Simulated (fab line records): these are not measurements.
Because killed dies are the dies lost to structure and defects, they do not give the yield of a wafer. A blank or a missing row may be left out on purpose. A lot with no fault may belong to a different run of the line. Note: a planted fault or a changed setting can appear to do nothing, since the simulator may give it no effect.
fab line records -- flow n5_finfet
record lots=7, wafers=21
route steps=1938 shown BEOL_M2@873 BEOL_M3@950 BEOL_M4@1028 BEOL_M5@1157
start_h: start of the lot's first displayed wafer, in hours after the record's first day -- wait_h: hours from the lot's prior step to this one -- " identical to the entry in the row above -- L1.1+2: several wafers, shown together as one row -- - value missing, or start not given -- * or withheld: withheld -- < > ~ a bound
route shown NAME@n: NAME is a module with steps in the file, n the number in the route of the first one -- usual: the fault-free wafers' mean and standard deviation -- same: alike in all rows -- chamber/n: place in a boat -- sites: readings site by site -- _std_site: their standard deviation -- _edge_site: inner sites' mean taken away from outer sites' mean -- radius_mm: for every site, how far away it sits from the centre of the wafer -- mask NAME#n: copy n -- behind: the most recent tool/chamber to have shaped the wafer -- hold: what put the lot on hold/how long, in hours/how the hold closed -- device: transistor that didn't switch, given as n, p or np -- end of line: at the end of the route, the tests of the same wafers -- a step with no rows: only its recipe -- killed: at the first sort, the dies lost to defects and structure; wafer yield is something else -- map: a wafer's dies, marking killed ones x, the rest . and places with no die _
set.NAME: the setting that was run; set.NAME@STEP: the one run at that earlier step -- model.NAME: the simulator's own value behind a step, which no gauge read
lots with deliberately changed settings; one table per step, one row per wafer
## steps
# step N5_BEOL_M2_EXPOSE_25
# recipe mask_id=V1, na=0.33, source_shape=quasar, sigma_inner=0.2, sigma_outer=0.8, polarization=unpolarized, defocus_nm=5, dose_mj=63
lot.wafer,tool,chamber,start_h,wait_h,mask,set.dose_mj
L077.2+5,euv_scanner-02,0,156.44,-,V1#0,65.69
L077.3,euv_scanner-02,0,156.44,-,V1#0,63
L079.2,euv_scanner-02,0,164.82,-,V1#0,67.05
L079.4+6,euv_scanner-02,0,164.82,-,V1#0,63
L081.4+6,euv_scanner-02,0,195.71,-,V1#0,64.79
L081.5,euv_scanner-02,0,195.71,-,V1#0,63
L083.2+3+5,euv_scanner-02,0,196.68,-,V1#0,63
L084.1+6,euv_scanner-02,0,203.17,-,V1#0,63
L084.4,euv_scanner-02,0,203.17,-,V1#0,60.38
L090.3+4+5,euv_scanner-02,0,236.74,-,V1#0,63
L092.1,euv_scanner-01,0,246.78,-,V1#0,59.52
L092.2+4,euv_scanner-01,0,246.78,-,V1#0,63
# step N5_BEOL_M2_PEB_26
# recipe peb_temp_c=100, peb_time_s=60, resist=CAR-EUV
# step N5_BEOL_M2_DEVELOP_27
# recipe develop_time_s=30, developer=TMAH, resist=CAR-EUV, rinse_liquid=surfactant_rinse, dry=air_spin, dev_temp_c=23
# step N5_BEOL_M2_CD_MEAS_28
# recipe target_cd_nm=26.2, landing_energy_ev=500, detector=se_inlens, target_cd_y_nm=24.1, polarity=opening
# usual cd_nm=26.16/0.28
lot.wafer,tool,chamber,start_h,wait_h,set.dose_mj@BEOL_M2_EXPOSE_25,cd_nm
L077.2,cd_sem-01,0,156.58,-,65.69,27.17
L077.3,cd_sem-01,0,156.58,-,63,26.52
L077.5,cd_sem-01,0,156.58,-,65.69,27.22
L079.2,cd_sem-01,0,164.96,-,67.05,27.40
L079.4,cd_sem-01,0,164.96,-,63,26.25
L079.6,cd_sem-01,0,164.96,-,63,26.09
L081.4,cd_sem-03,0,195.83,-,64.79,26.58
L081.5,cd_sem-03,0,195.83,-,63,26.08
L081.6,cd_sem-03,0,195.83,-,64.79,27.07
L083.2,cd_sem-03,0,196.82,-,63,25.51
L083.3,cd_sem-03,0,196.82,-,63,26.16
L083.5,cd_sem-03,0,196.82,-,63,25.67
L084.1,cd_sem-03,0,203.32,-,63,25.86
L084.4,cd_sem-03,0,203.32,-,60.38,25.23
L084.6,cd_sem-03,0,203.32,-,63,26.11
L090.3,cd_sem-01,0,236.87,-,63,26.40
L090.4,cd_sem-01,0,236.87,-,63,26.06
L090.5,cd_sem-01,0,236.87,-,63,25.96
L092.1,cd_sem-03,0,246.92,-,59.52,25.38
L092.2,cd_sem-03,0,246.92,-,63,26.60
L092.4,cd_sem-03,0,246.92,-,63,26.46
# step N5_BEOL_M2_DESCUM_33
# recipe chemistry=O2, time_s=7, source_power_w=50, bias_power_w=20, pressure_mtorr=20, rf_frequency_hz=2.712e+07, temp_c=40, resist=CAR-EUV, o2_flow_sccm=225
lot.wafer,tool,chamber,start_h,wait_h,set.time_s,model.CAR-EUV_of_BEOL_M2_COAT_22.thk_nm
L077.2,rie_diel-01,3,156.70,0.0,8.316,25.6
L077.3,rie_diel-01,0,156.70,0.0,8.316,25.4
L077.5,rie_diel-01,0,156.70,0.0,7,26
L079.2+4+6,rie_diel-01,"0,0,3",165.85,0.8,7,26
L081.4,rie_diel-01,2,195.96,0.0,7,26
L081.5+6,rie_diel-01,"0,3",195.96,0.0,7,26.2
L083.2+3+5,rie_diel-04,"1,2,2",196.94,0.0,7,26.2
L084.1+4,rie_diel-04,"1,3",203.44,0.0,8.536,25.2
L084.6,rie_diel-04,2,203.44,0.0,7,26
L090.3+4+5,rie_diel-04,"1,0,0",237.05,0.1,7,26
L092.1+2+4,rie_diel-03,"3,2,1",247.18,0.2,7,26
# step N5_BEOL_M3_ETCH_64
# recipe chemistry=N2/H2, target=SOC, target_depth_a=750, overetch_a=150, mask_material=SiARC, temp_c=40, time_s=112.5, ion_energy_ev=200, pressure_mtorr=30, source_w=840, bias_w=150, n2_flow_sccm=200, h2_flow_sccm=200
lot.wafer,tool,chamber,start_h,wait_h,set.time_s,model.SiARC_of_BEOL_M3_COAT_62.thk_nm
L077.2+3,rie_diel-02,"1,3",164.69,0.0,112.5,7
L077.5,rie_diel-02,1,164.69,0.0,93.38,8
L079.2,rie_diel-02,1,173.58,0.0,112.5,7
L079.4+6,rie_diel-02,2,173.58,0.0,112.5,6.8
L081.4,rie_diel-02,3,202.74,0.0,93.32,7.8
L081.5,rie_diel-02,0,202.74,0.0,112.5,6.6
L081.6,rie_diel-02,3,202.74,0.0,112.5,7
L083.2+3,rie_diel-05,"2,1",203.81,0.0,112.5,6.8
L083.5,rie_diel-05,3,203.81,0.0,112.5,7
L084.1,rie_diel-02,2,215.00,0.0,112.5,6.8
L084.4,rie_diel-02,3,215.00,0.0,87.39,8
L084.6,rie_diel-02,1,215.00,0.0,112.5,7
L090.3,rie_diel-02,2,260.63,0.0,112.5,6.8
L090.4,rie_diel-02,3,260.63,0.0,112.5,7
L090.5,rie_diel-02,0,260.63,0.0,124.3,6.2
L092.1+4,rie_diel-05,"2,1",267.83,0.0,112.5,6.6
L092.2,rie_diel-05,1,267.83,0.0,112.5,6.8
# step N5_BEOL_M3_COAT_67
# recipe resist=SOC, temp_c=250, time_s=60, spin_rpm=1500, resist_thk_nm=60
lot.wafer,tool,chamber,start_h,wait_h,set.spin_rpm,model.SOC_of_BEOL_M3_COAT_67.thk_nm
L077.2,litho_track-04,0,165.08,0.0,1666,57
L077.3,litho_track-04,0,165.08,0.0,1500,59.8
L077.5,litho_track-04,0,165.08,0.0,1666,56.8
L079.2,litho_track-01,0,173.97,0.0,1500,60
L079.4,litho_track-01,0,173.97,0.0,1654,57.2
L079.6,litho_track-01,0,173.97,0.0,1654,57
L081.4,litho_track-01,0,203.14,0.0,1500,60
L081.5+6,litho_track-01,0,203.14,0.0,1636,57.6
L083.2+3,litho_track-01,0,204.19,0.0,1500,60.2
L083.5,litho_track-01,0,204.19,0.0,1500,60
L084.1,litho_track-04,0,215.39,0.0,1588,58.2
L084.4,litho_track-04,0,215.39,0.0,1500,59.8
L084.6,litho_track-04,0,215.39,0.0,1500,60
L090.3,litho_track-05,0,261.12,0.0,1372,62.6
L090.4,litho_track-05,0,261.12,0.0,1372,62.4
L090.5,litho_track-05,0,261.12,0.0,1500,60
L092.1+2,litho_track-05,0,268.23,0.0,1569,58.8
L092.4,litho_track-05,0,268.23,0.0,1500,60
# step N5_BEOL_M3_COAT_68
# recipe resist=SiARC, temp_c=220, time_s=60, spin_rpm=1500, resist_thk_nm=12
# step N5_BEOL_M3_COAT_76
# recipe resist=underlayer, temp_c=205, time_s=60, spin_rpm=1500, resist_thk_nm=5
# step N5_BEOL_M3_ALD_98
# recipe material=SiO2, target_thk_a=25, temp_c=100, ald_precursor_family=BDEAS, ald_co_reactant=O2-plasma, pulse_time_s=1, co_reactant_pulse_time_s=1, purge_time_s=2, co_reactant_purge_time_s=2, ald_cycles=17, pressure_torr=2
# step N5_BEOL_M3_ETCHBACK_99
# recipe chemistry=CHF3, target=SiO2, target_depth_a=50, time_s=10.4, source_w=215, bias_w=47, Ar_flow_sccm=200, CHF3_flow_sccm=12, ion_energy_ev=100, pressure_mtorr=30
# step N5_BEOL_M3_ETCH_70
# recipe chemistry=N2/H2, target=SOC, target_depth_a=800, overetch_a=160, mask_material=SiARC, temp_c=40, time_s=120, ion_energy_ev=200, pressure_mtorr=30, source_w=840, bias_w=150, n2_flow_sccm=200, h2_flow_sccm=200
lot.wafer,tool,chamber,start_h,wait_h,set.spin_rpm@BEOL_M3_COAT_67,model.etch.depth_nm
L077.2,rie_diel-02,1,167.07,0.0,1666,57
L077.3,rie_diel-02,2,167.07,0.0,1500,59.79
L077.5,rie_diel-02,2,167.07,0.0,1666,56.8
L079.2,rie_diel-05,1,189.85,0.0,1500,59.95
L079.4,rie_diel-05,0,189.85,0.0,1654,57.19
L079.6,rie_diel-05,1,189.85,0.0,1654,56.99
L081.4,rie_diel-05,2,204.05,0.0,1500,60.03
L081.5,rie_diel-05,2,204.05,0.0,1636,57.64
L081.6,rie_diel-05,1,204.05,0.0,1636,57.54
L083.2,rie_diel-06,2,208.63,0.0,1500,60.16
L083.3,rie_diel-06,0,208.63,0.0,1500,60.12
L083.5,rie_diel-06,3,208.63,0.0,1500,60.07
L084.1,rie_diel-06,0,216.58,0.0,1588,58.25
L084.4,rie_diel-06,3,216.58,0.0,1500,59.78
L084.6,rie_diel-06,1,216.58,0.0,1500,59.94
L090.3,rie_diel-02,2,262.34,0.0,1372,62.57
L090.4,rie_diel-02,0,262.34,0.0,1372,62.49
L090.5,rie_diel-02,3,262.34,0.0,1500,59.97
L092.1,rie_diel-06,2,272.67,0.0,1569,58.81
L092.2,rie_diel-06,1,272.67,0.0,1569,58.76
L092.4,rie_diel-06,3,272.67,0.0,1500,60.06
# step N5_BEOL_M3_STRIP_71
# recipe chemistry=N2/H2, temp_c=40, n2_flow_sccm=200, h2_flow_sccm=200, rf_frequency_hz=6e+07
# step N5_BEOL_M3_STRIP_78
# recipe chemistry=N2/H2, temp_c=40, n2_flow_sccm=200, h2_flow_sccm=200, rf_frequency_hz=6e+07
# step N5_BEOL_M3_VIA_ETCH_34
# recipe chemistry=C4F6/O2, target_depth_a=694, mask_material=SOC, pressure_mtorr=15, ion_energy_ev=250, taper_deg=4, time_s=65.9, source_w=350, bias_w=170, Ar_flow_sccm=300, C4F6_flow_sccm=10, O2_flow_sccm=10
lot.wafer,tool,chamber,start_h,wait_h,set.spin_rpm@BEOL_M3_COAT_67,model.SOC_of_BEOL_M3_COAT_67.thk_nm
L077.2,rie_diel-02,1,167.17,0.0,1666,49.2
L077.3,rie_diel-02,2,167.17,0.0,1500,51.8
L077.5,rie_diel-02,2,167.17,0.0,1666,48.8
L079.2,rie_diel-05,1,189.95,0.0,1500,51.8
L079.4,rie_diel-05,0,189.95,0.0,1654,49.2
L079.6,rie_diel-05,1,189.95,0.0,1654,48.8
L081.4,rie_diel-05,2,204.15,0.0,1500,52
L081.5,rie_diel-05,2,204.15,0.0,1636,49.6
L081.6,rie_diel-05,1,204.15,0.0,1636,49.4
L083.2+3,rie_diel-06,"2,0",208.73,0.0,1500,52.2
L083.5,rie_diel-06,3,208.73,0.0,1500,52
L084.1,rie_diel-06,0,216.68,0.0,1588,50.4
L084.4+6,rie_diel-06,"3,1",216.68,0.0,1500,51.6
L090.3,rie_diel-02,2,262.44,0.0,1372,54.6
L090.4,rie_diel-02,0,262.44,0.0,1372,54.2
L090.5,rie_diel-02,3,262.44,0.0,1500,51.8
L092.1,rie_diel-06,2,272.77,0.0,1569,51
L092.2,rie_diel-06,1,272.77,0.0,1569,50.4
L092.4,rie_diel-06,3,272.77,0.0,1500,52
# step N5_BEOL_M4_COAT_05
# recipe resist=CAR-EUV, spin_rpm=1500, resist_thk_nm=30
lot.wafer,tool,chamber,start_h,wait_h,set.spin_rpm,model.CAR-EUV_of_BEOL_M4_COAT_05.thk_nm
L077.2,litho_track-02,0,-,-,1500,30
L077.3+5,litho_track-02,0,-,-,1621,28.8
L079.2,litho_track-01,0,-,-,1448,30.4
L079.4+6,litho_track-01,0,-,-,1500,30
L081.4,litho_track-02,0,-,-,1350,31.4
L081.5,litho_track-02,0,-,-,1350,31.6
L081.6,litho_track-02,0,-,-,1500,30
L083.2+3+5,litho_track-02,0,-,-,1500,30
L084.1,litho_track-01,0,-,-,1500,30.2
L084.4+6,litho_track-01,0,-,-,1500,30
L090.3,litho_track-02,0,-,-,1387,31
L090.4,litho_track-02,0,-,-,1500,30
L090.5,litho_track-02,0,-,-,1500,29.8
L092.1+2,litho_track-03,0,-,-,1371,31.4
L092.4,litho_track-03,0,-,-,1500,30
# step N5_BEOL_M4_ETCH_64
# recipe chemistry=N2/H2, target=SOC, target_depth_a=750, overetch_a=225, mask_material=SiARC, temp_c=40, time_s=121.9, ion_energy_ev=200, pressure_mtorr=30, source_w=840, bias_w=150, n2_flow_sccm=200, h2_flow_sccm=200
# usual rf_vpp_V=523.8/2.6
lot.wafer,tool,chamber,start_h,wait_h,set.bias_w,rf_vpp_V,model.SiARC_of_BEOL_M4_COAT_62.thk_nm
L077.2,rie_diel-01,3,173.03,0.0,150,523.5,6.4
L077.3,rie_diel-01,0,173.03,0.0,150,521.1,6.4
L077.5,rie_diel-01,3,173.03,0.0,150,523.3,6.4
L079.2,rie_diel-01,1,195.69,0.0,150,520.2,6.4
L079.4,rie_diel-01,3,195.69,0.0,164.3,554.5,5.6
L079.6,rie_diel-01,3,195.69,0.0,150,523.7,6.4
L081.4,rie_diel-04,2,210.48,0.1,157.4,539.4,5.6
L081.5,rie_diel-04,3,210.48,0.1,150,524.2,6
L081.6,rie_diel-04,1,210.48,0.1,157.4,538.6,6
L083.2,rie_diel-04,2,215.53,0.0,150,521.3,6
L083.3,rie_diel-04,3,215.53,0.0,150,526.0,6
L083.5,rie_diel-04,1,215.53,0.0,150,522.9,6.4
L084.1,rie_diel-03,0,225.01,0.0,135.8,494.7,6.8
L084.4,rie_diel-03,3,225.01,0.0,150,525.0,6.4
L084.6,rie_diel-03,0,225.01,0.0,150,527.5,6.2
L090.3,rie_diel-04,3,271.22,0.0,150,527.4,6
L090.4,rie_diel-04,0,271.22,0.0,131,483.8,7.2
L090.5,rie_diel-04,2,271.22,0.0,150,522.5,6.2
L092.1,rie_diel-04,2,279.67,0.0,161.2,544.7,5.6
L092.2,rie_diel-04,1,279.67,0.0,150,524.3,6.4
L092.4,rie_diel-04,3,279.67,0.0,161.2,550.1,5.6
# step N5_BEOL_M4_TRENCH_ETCH_37
# recipe chemistry=C4F6/O2, target_depth_a=555.55, target=SiOC, time_s=29.2, ion_energy_ev=250, pressure_mtorr=30, source_w=355, bias_w=185, Ar_flow_sccm=300, C4F6_flow_sccm=10, O2_flow_sccm=10
lot.wafer,tool,chamber,start_h,wait_h,set.time_s,model.etch.depth_nm,model.BEOL_M4.feature_depth_nm
L077.2,rie_diel-04,1,-,-,29.2,54.43,54.4
L077.3,rie_diel-04,2,-,-,29.2,56,56
L077.5,rie_diel-04,0,-,-,29.2,55.19,55.2
L079.2,rie_diel-04,0,-,-,29.2,55.45,55.4
L079.4,rie_diel-04,2,-,-,32.09,62.15,62.2
L079.6,rie_diel-04,0,-,-,29.2,55.65,55.6
L081.4,rie_diel-01,3,-,-,29.2,54.99,55
L081.5,rie_diel-01,2,-,-,26.37,50.77,50.8
L081.6,rie_diel-01,3,-,-,29.2,54.88,54.8
L083.2,rie_diel-04,0,-,-,29.2,57.13,57.2
L083.3,rie_diel-04,3,-,-,29.2,57.15,57.2
L083.5,rie_diel-04,3,-,-,29.2,57.12,57.2
L084.1,rie_diel-01,2,-,-,33.84,65.03,65
L084.4,rie_diel-01,0,-,-,33.84,63.99,64
L084.6,rie_diel-01,1,-,-,29.2,56.02,56
L090.3,rie_diel-01,2,-,-,29.2,55.42,55.4
L090.4,rie_diel-01,0,-,-,29.2,54.92,55
L090.5,rie_diel-01,2,-,-,29.2,55.26,55.2
L092.1,rie_diel-01,3,-,-,24.35,44.76,44.8
L092.2,rie_diel-01,2,-,-,29.2,55.49,55.4
L092.4,rie_diel-01,1,-,-,24.35,46.94,47
# step N5_BEOL_M4_ETCH_41
# recipe chemistry=CH3F/O2, target=SiCN, target_depth_a=299, taper_deg=2, time_s=52.5, ion_energy_ev=120, mask_material=TiN, pressure_mtorr=30, source_w=395, bias_w=75, Ar_flow_sccm=150, CH3F_flow_sccm=30, O2_flow_sccm=20
# step N5_BEOL_M4_STRIP_97
# recipe chemistry=N2/H2, time_s=10, power_w=450, temp_c=40, pressure_mtorr=20, rf_frequency_hz=6e+07, bias_power_w=7, n2_flow_sccm=200, h2_flow_sccm=200
# step N5_BEOL_M4_OCD_MEAS_38
# usual trench_depth_nm=55.4/1
lot.wafer,tool,chamber,start_h,wait_h,set.time_s@BEOL_M4_TRENCH_ETCH_37,trench_depth_nm
L077.2,ocd-01,-,186.42,-,29.2,54.8
L077.3,ocd-01,-,186.42,-,29.2,56.7
L077.5,ocd-01,-,186.42,-,29.2,54.8
L079.2,ocd-01,-,198.10,-,29.2,55.1
L079.4,ocd-01,-,198.10,-,32.09,62.2
L079.6,ocd-01,-,198.10,-,29.2,55.6
L081.4,ocd-01,-,220.30,-,29.2,55.4
L081.5,ocd-01,-,220.30,-,26.37,50.9
L081.6,ocd-01,-,220.30,-,29.2,54.5
L083.2,ocd-02,-,224.05,-,29.2,57.2
L083.3,ocd-02,-,224.05,-,29.2,57.4
L083.5,ocd-02,-,224.05,-,29.2,57.3
L084.1,ocd-01,-,227.33,-,33.84,65.0
L084.4,ocd-01,-,227.33,-,33.84,63.9
L084.6,ocd-01,-,227.33,-,29.2,55.9
L090.3,ocd-01,-,279.10,-,29.2,55.3
L090.4,ocd-01,-,279.10,-,29.2,55.0
L090.5,ocd-01,-,279.10,-,29.2,55.6
L092.1,ocd-02,-,282.43,-,24.35,45.0
L092.2,ocd-02,-,282.43,-,29.2,56.3
L092.4,ocd-02,-,282.43,-,24.35,46.6
# step N5_BEOL_M4_HM_STRIP_39
# recipe chemistry=peroxide_tin_strip, material=TiN, target_depth_a=250, temp_c=50, time_s=158
# step N5_BEOL_M4_SRD_40
# recipe time_s=30, temp_c=23, rinse_liquid=diw, dry=ipa_marangoni
# step N5_BEOL_M4_ECD_50
# recipe material=Cu, target_thk_a=3000
# step N5_BEOL_M4_ANNEAL_51
# recipe temp_c=225, time_s=90, ambient=N2
# step N5_BEOL_M4_CMP_52
# recipe stop_on=SiOC, t_overpolish_s=6.8, down_force_psi=1, platen_rpm=50, clearing_platen_down_force_psi=1.5, clearing_platen_rpm=50, post_cmp_clean=cu_alkaline, target_thk_nm=40, clearing_platen_pad_velocity_m_s=0.99484, pad_velocity_m_s=0.99484
lot.wafer,tool,chamber,start_h,wait_h,set.time_s@BEOL_M4_TRENCH_ETCH_37,model.Cu_of_BEOL_M4_ECD_50.thk_nm
L077.2,cmp-01,2,190.19,0.3,29.2,39.8
L077.3,cmp-01,3,190.19,0.3,29.2,40.8
L077.5,cmp-01,0,190.19,0.3,29.2,41.8
L079.4,cmp-03,1,201.35,0.1,32.09,47.2
L079.2+6,cmp-03,2,201.35,0.1,29.2,41
L081.4,cmp-04,2,223.84,0.3,29.2,40.6
L081.6,cmp-04,0,223.84,0.3,29.2,40.4
L081.5,cmp-04,1,223.84,0.3,26.37,35
L083.3,cmp-03,3,227.10,0.2,29.2,42.2
L083.2,cmp-03,0,227.10,0.2,29.2,42.4
L083.5,cmp-03,3,227.10,0.2,29.2,41.4
L084.4,cmp-01,1,231.36,0.2,33.84,49.8
L084.1,cmp-01,2,231.36,0.2,33.84,50.6
L084.6,cmp-01,3,231.36,0.2,29.2,41.4
L090.4,cmp-01,0,282.77,0.2,29.2,39.6
L090.3,cmp-01,2,282.77,0.2,29.2,40.6
L090.5,cmp-01,3,282.77,0.2,29.2,39.4
L092.1,cmp-04,2,285.79,0.3,24.35,30
L092.4,cmp-04,3,285.79,0.3,24.35,30.6
L092.2,cmp-04,1,285.79,0.3,29.2,39.4
# step N5_BEOL_M4_THK_MEAS_53
# recipe thk_meas_gauge=xrf, reads=Cu_of_BEOL_M4_ECD_50
# usual M4_THK=40.3/1.4
lot.wafer,tool,chamber,start_h,wait_h,set.time_s@BEOL_M4_TRENCH_ETCH_37,M4_THK[nm]
L077.2,film_metro-02,-,190.42,-,29.2,40.2
L077.3,film_metro-02,-,190.42,-,29.2,41.0
L077.5,film_metro-02,-,190.42,-,29.2,41.9
L079.2,film_metro-02,-,201.64,-,29.2,41.8
L079.4,film_metro-02,-,201.64,-,32.09,48.3
L079.6,film_metro-02,-,201.64,-,29.2,41.6
L081.4,film_metro-02,-,224.06,-,29.2,40.4
L081.5,film_metro-02,-,224.06,-,26.37,34.7
L081.6,film_metro-02,-,224.06,-,29.2,40.1
L083.2,film_metro-01,-,227.40,-,29.2,42.5
L083.3,film_metro-01,-,227.40,-,29.2,42.3
L083.5,film_metro-01,-,227.40,-,29.2,41.5
L084.1,film_metro-02,-,231.58,-,33.84,50.6
L084.4,film_metro-02,-,231.58,-,33.84,49.9
L084.6,film_metro-02,-,231.58,-,29.2,41.4
L090.3,film_metro-01,-,283.03,-,29.2,40.6
L090.4,film_metro-01,-,283.03,-,29.2,39.7
L090.5,film_metro-01,-,283.03,-,29.2,39.5
L092.1,film_metro-01,-,286.09,-,24.35,30.3
L092.2,film_metro-01,-,286.09,-,29.2,39.7
L092.4,film_metro-01,-,286.09,-,24.35,30.7
# step N5_BEOL_M4_PRE_CLEAN_60
# recipe gas=NH3/H2, time_s=15, temp_c=*, rf_power_w=300
# step N5_BEOL_M4_CO_CAP_55
# recipe material=Co, target_thk_a=20, temp_c=200, precursor=CCTBA/H2, pressure_torr=30, time_s=102.1
# step N5_BEOL_M4_PRE_CLEAN_56
# recipe gas=NH3, time_s=15, temp_c=withheld, rf_power_w=300
# step N5_BEOL_M4_DEP_57
# recipe material=SiCN, target_thk_a=80, temp_c=withheld, precursor=3MS/NH3, pressure_torr=3, rf_w=202, time_s=14
# step N5_BEOL_M4_RS_MEAS_58
# recipe thk_meas_gauge=four-point-probe, reads=Co_of_BEOL_M4_CO_CAP_55+Cu_of_BEOL_M4_ECD_50+Co_of_BEOL_M4_CVD_47+TaN_of_BEOL_M4_ALD_84
# usual M4_RS=0.666/0.028
lot.wafer,tool,chamber,start_h,wait_h,set.time_s@BEOL_M4_TRENCH_ETCH_37,M4_RS[ohm/sq]
L077.2,film_metro-02,-,190.68,0.1,29.2,0.668
L077.3,film_metro-02,-,190.68,0.1,29.2,0.652
L077.5,film_metro-02,-,190.68,0.1,29.2,0.629
L079.2,film_metro-01,-,201.92,0.1,29.2,0.647
L079.4,film_metro-01,-,201.92,0.1,32.09,0.542
L079.6,film_metro-01,-,201.92,0.1,29.2,0.648
L081.4,film_metro-02,-,224.32,0.0,29.2,0.653
L081.5,film_metro-02,-,224.32,0.0,26.37,0.795
L081.6,film_metro-02,-,224.32,0.0,29.2,0.660
L083.2,film_metro-01,-,227.66,0.1,29.2,0.620
L083.3,film_metro-01,-,227.66,0.1,29.2,0.624
L083.5,film_metro-01,-,227.66,0.1,29.2,0.639
L084.1,film_metro-02,-,231.84,0.0,33.84,0.496
L084.4,film_metro-02,-,231.84,0.0,33.84,0.506
L084.6,film_metro-02,-,231.84,0.0,29.2,0.640
L090.3,film_metro-01,-,283.29,0.1,29.2,0.658
L090.4,film_metro-01,-,283.29,0.1,29.2,0.677
L090.5,film_metro-01,-,283.29,0.1,29.2,0.683
L092.1,film_metro-02,-,286.36,0.0,24.35,0.972
L092.2,film_metro-02,-,286.36,0.0,29.2,0.679
L092.4,film_metro-02,-,286.36,0.0,24.35,0.947
# step N5_BEOL_M5_VIA_ETCH_34
# recipe chemistry=C4F6/O2, target=SiCOH_lowk, target_depth_a=883, mask_material=SOC, taper_deg=4, time_s=39.2, ion_energy_ev=250, pressure_mtorr=30, source_w=345, bias_w=185, Ar_flow_sccm=300, C4F6_flow_sccm=10, O2_flow_sccm=10
# usual rf_vpp_V=655/12
lot.wafer,tool,chamber,start_h,wait_h,set.source_w,rf_vpp_V,model.etch.depth_nm
L077.2,rie_diel-06,0,197.38,0.0,288.7,709,80.3
L077.3,rie_diel-06,1,197.38,0.0,345,663,89.64
L077.5,rie_diel-06,2,197.38,0.0,288.7,713,81.07
L079.2,rie_diel-02,2,207.83,0.0,300,718,84.72
L079.4,rie_diel-02,1,207.83,0.0,300,695,82.86
L079.6,rie_diel-02,0,207.83,0.0,345,649,89.67
L081.4,rie_diel-02,1,229.40,0.0,345,645,86.18
L081.5,rie_diel-02,1,229.40,0.0,345,645,86.78
L081.6,rie_diel-02,2,229.40,0.0,345,668,87.69
L083.2,rie_diel-05,3,232.10,0.0,345,652,87.38
L083.3,rie_diel-05,0,232.10,0.0,345,678,88.18
L083.5,rie_diel-05,1,232.10,0.0,345,659,88.19
L084.1,rie_diel-02,1,239.08,0.0,345,646,86.63
L084.4,rie_diel-02,0,239.08,0.0,345,649,88.79
L084.6,rie_diel-02,3,239.08,0.0,345,639,87.08
L090.3,rie_diel-05,0,288.38,0.0,345,677,91.37
L090.4,rie_diel-05,1,288.38,0.0,345,660,88
L090.5,rie_diel-05,2,288.38,0.0,345,659,88.86
L092.1,rie_diel-02,2,294.59,0.0,345,668,87.73
L092.2,rie_diel-02,3,294.59,0.0,345,637,87
L092.4,rie_diel-02,1,294.59,0.0,398,599,92.54
## key
split step=N5_BEOL_M2_EXPOSE_25, setting=dose_mj, stated=63, by=wafer
response step=N5_BEOL_M2_CD_MEAS_28, reading=cd_nm, change=+0.194, per=1%, r=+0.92
split step=N5_BEOL_M2_DESCUM_33, setting=time_s, stated=7, by=wafer
response step=N5_BEOL_M2_DESCUM_33, reading=model.CAR-EUV_of_BEOL_M2_COAT_22.thk_nm, change=-0.0323, per=1%, r=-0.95
split step=N5_BEOL_M3_ETCH_64, setting=time_s, stated=112.5, by=wafer
response step=N5_BEOL_M3_ETCH_64, reading=model.SiARC_of_BEOL_M3_COAT_62.thk_nm, change=-0.0555, per=1%, r=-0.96
split step=N5_BEOL_M3_COAT_67, setting=spin_rpm, stated=1500, by=wafer
response step=N5_BEOL_M3_COAT_67, reading=model.SOC_of_BEOL_M3_COAT_67.thk_nm, change=-0.275, per=1%, r=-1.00
response step=N5_BEOL_M3_ETCH_70, reading=model.etch.depth_nm, change=-0.275, per=1%, r=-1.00
response step=N5_BEOL_M3_VIA_ETCH_34, reading=model.SOC_of_BEOL_M3_COAT_67.thk_nm, change=-0.268, per=1%, r=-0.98
split step=N5_BEOL_M4_COAT_05, setting=spin_rpm, stated=1500, by=wafer
response step=N5_BEOL_M4_COAT_05, reading=model.CAR-EUV_of_BEOL_M4_COAT_05.thk_nm, change=-0.151, per=1%, r=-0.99
split step=N5_BEOL_M4_ETCH_64, setting=bias_w, stated=150, by=wafer
response step=N5_BEOL_M4_ETCH_64, reading=rf_vpp_V, change=+3.27, per=1%, r=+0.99
response step=N5_BEOL_M4_ETCH_64, reading=model.SiARC_of_BEOL_M4_COAT_62.thk_nm, change=-0.079, per=1%, r=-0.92
split step=N5_BEOL_M4_TRENCH_ETCH_37, setting=time_s, stated=29.2, by=wafer
response step=N5_BEOL_M4_TRENCH_ETCH_37, reading=model.etch.depth_nm, change=+0.556, per=1%, r=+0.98
response step=N5_BEOL_M4_TRENCH_ETCH_37, reading=model.BEOL_M4.feature_depth_nm, change=+0.554, per=1%, r=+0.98
response step=N5_BEOL_M4_OCD_MEAS_38, reading=trench_depth_nm, change=+0.579, per=1%, r=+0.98
response step=N5_BEOL_M4_CMP_52, reading=model.Cu_of_BEOL_M4_ECD_50.thk_nm, change=+0.563, per=1%, r=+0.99
response step=N5_BEOL_M4_THK_MEAS_53, reading=M4_THK, change=+0.573, per=1%, r=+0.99
response step=N5_BEOL_M4_RS_MEAS_58, reading=M4_RS, change=-0.0128, per=1%, r=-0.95
split step=N5_BEOL_M5_VIA_ETCH_34, setting=source_w, stated=345, by=wafer
response step=N5_BEOL_M5_VIA_ETCH_34, reading=rf_vpp_V, change=-3.51, per=1%, r=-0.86
response step=N5_BEOL_M5_VIA_ETCH_34, reading=model.etch.depth_nm, change=+0.45, per=1%, r=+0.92
